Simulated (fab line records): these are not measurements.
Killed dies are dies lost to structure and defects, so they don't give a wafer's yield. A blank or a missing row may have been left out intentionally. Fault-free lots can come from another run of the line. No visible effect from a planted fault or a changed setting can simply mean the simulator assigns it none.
Which tool was responsible? | flow n5-finfet | 27 wafers from 9 lots sampled at 6 of the route's 1938 steps

WHAT THE GAUGES SHOWED, per wafer
N5_BEOL_M4_RC_MEAS_101. Usual: DIBL_N 36.4 mV/V, standard deviation 1.3; DIBL_P 36.5 mV/V, standard deviation 1.7; IOFF_N 0.154 nA/um, standard deviation 0.022; IOFF_P 0.202 nA/um, standard deviation 0.025; ION_N 671 uA/um, standard deviation 9.8; ION_P 460 uA/um, standard deviation 6.8; SS_N 71.6 mV/dec, standard deviation 0.54; SS_P 73.4 mV/dec, standard deviation 0.58; VT_N 250.9 mV, standard deviation 2.8; VT_P -251.4 mV, standard deviation 2.7.
lot  | measured     | on        | DIBL_N (mV/V)  | DIBL_P (mV/V)  | IOFF_N (nA/um)    | IOFF_P (nA/um)    | ION_N (uA/um) | ION_P (uA/um) | SS_N (mV/dec)  | SS_P (mV/dec)  | VT_N (mV)         | VT_P (mV)            | flag
L370 | day 7 23:53  | prober-01 | 39.0 39.4 40.5 | 37.2 37.7 39.9 | 0.176 0.183 0.224 | 0.213 0.222 0.259 | 686 683 697   | 469 461 477   | 73.3 72.5 72.8 | 74.2 74.1 74.2 | 247.0 247.6 244.5 | -251.2 -249.5 -250.8 |
L373 | day 8 14:12  | prober-02 | 39.3 36.8 35.7 | 38.5 36.2 34.4 | 0.174 0.132 0.116 | 0.185 0.155 0.142 | 669 662 657   | 447 446 444   | 72.4 71.7 71.4 | 74.5 72.9 73.5 | 252.2 253.1 258.6 | -256.8 -256.9 -256.9 |
L377 | day 10 04:04 | prober-02 | 35.0 35.8 35.1 | 35.0 36.2 34.2 | 0.147 0.169 0.147 | 0.186 0.206 0.174 | 666 679 666   | 460 465 449   | 71.6 71.2 71.5 | 73.4 73.2 73.8 | 252.3 249.0 252.8 | -252.5 -253.1 -252.6 |
L378 | day 10 06:40 | prober-02 | 36.6 35.6 35.2 | 37.3 35.2 35.7 | 0.159 0.135 0.135 | 0.232 0.194 0.200 | 669 664 669   | 466 461 471   | 71.8 71.9 70.7 | 74.1 73.4 73.5 | 250.7 253.0 251.4 | -248.4 -250.1 -249.6 |
L382 | day 10 14:14 | prober-01 | 35.9 35.8 35.6 | 38.8 39.1 38.8 | 0.157 0.153 0.147 | 0.192 0.191 0.182 | 673 665 672   | 458 458 452   | 71.7 71.6 71.8 | 73.6 73.8 73.1 | 249.1 251.6 252.3 | -254.4 -251.8 -254.5 |
L383 | day 10 14:43 | prober-02 | 36.2 35.1 34.2 | 36.7 35.4 33.9 | 0.164 0.143 0.132 | 0.205 0.187 0.176 | 681 671 671   | 464 459 458   | 71.7 71.8 71.3 | 72.6 72.5 72.5 | 250.9 252.5 251.3 | -250.8 -251.6 -253.4 |
L387 | day 12 04:25 | prober-01 | 34.8 35.5 36.8 | 34.5 35.5 36.3 | 0.125 0.136 0.145 | 0.172 0.194 0.209 | 655 660 659   | 449 458 458   | 71.9 71.4 71.2 | 72.9 73.9 73.0 | 256.1 254.0 250.3 | -255.7 -254.8 -253.4 |
L391 | day 12 23:37 | prober-02 | 38.7 37.7 38.3 | 40.7 40.3 41.4 | 0.203 0.184 0.213 | 0.250 0.238 0.267 | 671 675 679   | 462 457 461   | 73.0 72.1 72.4 | 74.1 74.4 73.9 | 248.8 249.9 248.1 | -248.9 -249.7 -247.8 |
L392 | day 13 22:59 | prober-01 | 34.7 35.0 35.2 | 34.7 35.3 36.0 | 0.130 0.134 0.145 | 0.191 0.199 0.215 | 662 679 672   | 459 466 464   | 71.6 70.6 71.2 | 72.5 72.7 72.4 | 253.3 251.0 250.8 | -251.2 -248.1 -249.1 |

N5_PASSIVATION_CD_MEAS_30: the cd target is 4000 nm. Usual: 3999.7 nm for cd-nm, sd 1.3.
lot  | measured     | on        | cd-nm (nm)           | flag
L370 | day 11 22:15 | cd-sem-01 | 4000.7 3999.4 4002.3 |
L373 | day 12 13:05 | cd-sem-02 | 4000.7 4000.7 3998.9 |
L377 | day 14 19:20 | cd-sem-01 | 3999.3 4000.7 3999.0 |
L378 | day 14 12:29 | cd-sem-03 | 3997.4 3999.8 3999.7 |
L382 | day 15 02:32 | cd-sem-02 | 4002.1 4001.9 4003.0 |
L383 | day 14 12:42 | cd-sem-01 | 3999.8 3999.8 4000.6 |
L387 | day 16 17:22 | cd-sem-01 | 4000.0 3999.8 4000.3 |
L391 | day 17 02:23 | cd-sem-03 | 4000.3 4001.1 3999.3 |
L392 | day 18 08:59 | cd-sem-03 | 4000.6 4002.2 3999.6 |

N5_PASSIVATION_INSPECT_57: inspects for defects (macro). Usual: 2.0 for raw-defect-count, sd 1.4.
lot  | measured     | on                | raw-defect-count | flag
L370 | day 12 04:08 | defect-inspect-02 | 2 2 3            |
L373 | day 12 18:26 | defect-inspect-01 | 2 3 2            |
L377 | day 15 00:51 | defect-inspect-02 | 2 2 2            |
L378 | day 14 18:00 | defect-inspect-02 | 2 3 2            |
L382 | day 15 08:01 | defect-inspect-02 | 5 2 2            |
L383 | day 14 18:32 | defect-inspect-01 | 2 0 6            |
L387 | day 16 23:00 | defect-inspect-02 | 4 1 1            |
L391 | day 17 08:16 | defect-inspect-02 | 2 1              |
L392 | day 18 15:45 | defect-inspect-02 | 2 0              |

TOOL THAT RAN EACH LOT (tool first, then ch and the chambers of the sampled wafers, then the start)
lot  | N5_PASSIVATION_PASS_ETCH_74        | N5_PASSIVATION_ETCH_54             | N5_PASSIVATION_PROBE_49
L370 | rie-diel-04 ch 0,3, day 11 20:57   | rie-diel-05 ch 0,1,2, day 12 01:01 | -
L373 | rie-diel-04 ch 1,3, day 12 11:22   | rie-diel-05 ch 0,2, day 12 15:17   | -
L377 | rie-diel-03 ch 1,3, day 14 17:27   | rie-diel-02 ch 0,1, day 14 21:43   | -
L378 | rie-diel-01 ch 0,3, day 14 10:37   | rie-diel-05 ch 0,2,3, day 14 14:52 | -
L382 | rie-diel-04 ch 0,1,2, day 15 01:23 | rie-diel-05 ch 0,2,3, day 15 04:53 | prober-02, day 15 07:40
L383 | rie-diel-04 ch 2,3, day 14 10:38   | rie-diel-06 ch 0,1,2, day 14 15:20 | prober-02, day 14 18:11
L387 | rie-diel-03 ch 0,1,2, day 16 15:23 | rie-diel-05 ch 0,3, day 16 19:28   | -
L391 | rie-diel-04 ch 1,3, day 17 01:13   | rie-diel-05 ch 0,1,3, day 17 05:07 | prober-01, day 17 08:00
L392 | rie-diel-01 ch 0,1,3, day 18 06:34 | rie-diel-05 ch 0,1,3, day 18 11:59 | prober-01, day 18 15:29
- N5_PASSIVATION_PASS_ETCH_74: etches SiNx in CF4/O2, target depth 220 nm, time 110 s.
- N5_PASSIVATION_ETCH_54: etches SiO2 in CHF3/O2, target depth 880 nm, time 440 s.
- N5_PASSIVATION_PROBE_49

WHAT THE TOOLS THEMSELVES READ (means of the sampled wafers that have a number; where no wafer has one, the mark that the record gives instead)
N5_PASSIVATION_PASS_ETCH_74. Usual: drypump-motor-current-A 5.7 A, standard deviation 0.42; oes-product-au 0.83 a.u., standard deviation 0.068; rf-vpp-V 241.9 V, standard deviation 2.6; showerhead-plenum-p-Torr 2.23 Torr, standard deviation 0.077; throttle-valve-pct 15.90 %, standard deviation 0.17.
lot  | tool        | drypump-motor-current-A (A) | oes-product-au (a.u.) | rf-vpp-V (V) | showerhead-plenum-p-Torr (Torr) | throttle-valve-pct (%) | flag
L370 | rie-diel-04 | 6.3                         | 0.79                  | 241.1        | 2.15                            | 16.03                  |
L373 | rie-diel-04 | 6.2                         | 0.73                  | 239.2        | 2.11                            | 16.00                  |
L377 | rie-diel-03 | 5.5                         | 0.82                  | 240.5        | 2.20                            | 16.03                  |
L378 | rie-diel-01 | 5.3                         | 0.81                  | 243.4        | 2.25                            | 15.98                  |
L382 | rie-diel-04 | 5.7                         | 0.86                  | 242.6        | 2.21                            | 15.82                  |
L383 | rie-diel-04 | 6.0                         | 0.85                  | 239.4        | 2.20                            | 15.94                  |
L387 | rie-diel-03 | 5.5                         | 0.81                  | 239.8        | 2.28                            | 16.08                  |
L391 | rie-diel-04 | 6.0                         | 0.82                  | 242.3        | 2.20                            | 15.77                  |
L392 | rie-diel-01 | 5.5                         | 0.78                  | 242.6        | 2.27                            | 15.91                  |

N5_PASSIVATION_ETCH_54. Usual: drypump-motor-current-A 5.8 A, standard deviation 0.36; oes-product-au 0.80 a.u., standard deviation 0.08; rf-vpp-V 523 V, standard deviation 4.5; showerhead-plenum-p-Torr 2.37 Torr, standard deviation 0.076; throttle-valve-pct 18.81 %, standard deviation 0.23.
lot  | tool        | drypump-motor-current-A (A) | oes-product-au (a.u.) | rf-vpp-V (V) | showerhead-plenum-p-Torr (Torr) | throttle-valve-pct (%) | flag
L370 | rie-diel-05 | 5.6                         | 0.85                  | 522          | 2.38                            | 18.71                  |
L373 | rie-diel-05 | 6.0                         | 0.84                  | 520          | 2.41                            | 18.79                  |
L377 | rie-diel-02 | 5.6                         | 0.86                  | 525          | 2.47                            | 18.68                  |
L378 | rie-diel-05 | 5.9                         | 0.85                  | 518          | 2.38                            | 18.72                  |
L382 | rie-diel-05 | 5.9                         | 0.84                  | 519          | 2.38                            | 18.73                  |
L383 | rie-diel-06 | 5.9                         | 0.80                  | 526          | 2.36                            | 18.75                  |
L387 | rie-diel-05 | 5.7                         | 0.81                  | 519          | 2.33                            | 18.70                  |
L391 | rie-diel-05 | 5.5                         | 0.82                  | 521          | 2.34                            | 18.69                  |
L392 | rie-diel-05 | 5.5                         | 0.81                  | 520          | 2.33                            | 18.71                  |

N5_PASSIVATION_PROBE_49. Usual: defect-limited-yield 91.1 %, standard deviation 1.3; killed_at_M0_to_M3 34, standard deviation 10; killed_at_M4_up 14, standard deviation 5.7; killed-at-contacts 12, standard deviation 5.9; killed-at-front-end 41, standard deviation 12; killed-at-other 4, standard deviation 3.1; killed-dies 105, standard deviation 15; killed-on-rim 14, standard deviation 4.2; killed-open 69, standard deviation 11; killed-short 35, standard deviation 7.8; sort_bin_5_function 5.3 %, standard deviation 0.81; sort_bin_6_memory 3.3 %, standard deviation 0.75; sort-n-pass 1075, standard deviation 15; sort-yield-pct 91.1 %, standard deviation 1.3.
lot  | tool      | defect-limited-yield (%) | killed_at_M0_to_M3 | killed_at_M4_up | killed-at-contacts | killed-at-front-end | killed-at-other | killed-dies | killed-on-rim | killed-open | killed-short | sort_bin_5_function (%) | sort_bin_6_memory (%) | sort-n-pass | sort-yield-pct (%) | flag
L382 | prober-02 | 90.0                     | 30                 | 17              | 12                 | 52                  | 7               | 117         | 15            | 76          | 40           | 5.7                     | 3.9                   | 1063        | 90.0               |
L383 | prober-02 | 88.4                     | 47                 | 14              | 6                  | 64                  | 6               | 137         | 15            | 90          | 45           | 6.1                     | 5.0                   | 1043        | 88.4               |
L391 | prober-01 | 61.1                     | 26                 | 20              | 10                 | 36                  | 367             | 459         | 59            | 65          | 34           | 35.6                    | 3.0                   | 721         | 61.1               | OFF
L392 | prober-01 | 60.6                     | 41                 | 9               | 14                 | 35                  | 366             | 465         | 61            | 70          | 33           | 35.9                    | 3.3                   | 715         | 60.6               | OFF

THE ANSWER, worked out from the rows above alone
Rule: a lot is off if the mean of its wafers that have a number lies more than 3 standard deviations from the usual mean. A lot without any number at a reading at which 4 lots or more have one is off too. The other lots that the step has rows for count as sound. First the gauges in route order, then the tools' own readings, where a lot's mean is used as printed above. The first step at which some lot is off is used, and at that step the reading that is off furthest; a lot without a number counts as furthest.
Off at N5_PASSIVATION_PROBE_49 (killed-at-other): L391, L392. Neither off nor sound, because the step has no rows for them: L370, L373, L377, L378, L387.
If a tool, at that step or one of the process steps before it, ran each lot that is off and ran no sound lot following the first of them, it fits. This does not decide it: 2 tools fit, namely rie-diel-05 at N5_PASSIVATION_ETCH_54 and prober-01 at N5_PASSIVATION_PROBE_49.

WHAT THE SIMULATOR PUT IN
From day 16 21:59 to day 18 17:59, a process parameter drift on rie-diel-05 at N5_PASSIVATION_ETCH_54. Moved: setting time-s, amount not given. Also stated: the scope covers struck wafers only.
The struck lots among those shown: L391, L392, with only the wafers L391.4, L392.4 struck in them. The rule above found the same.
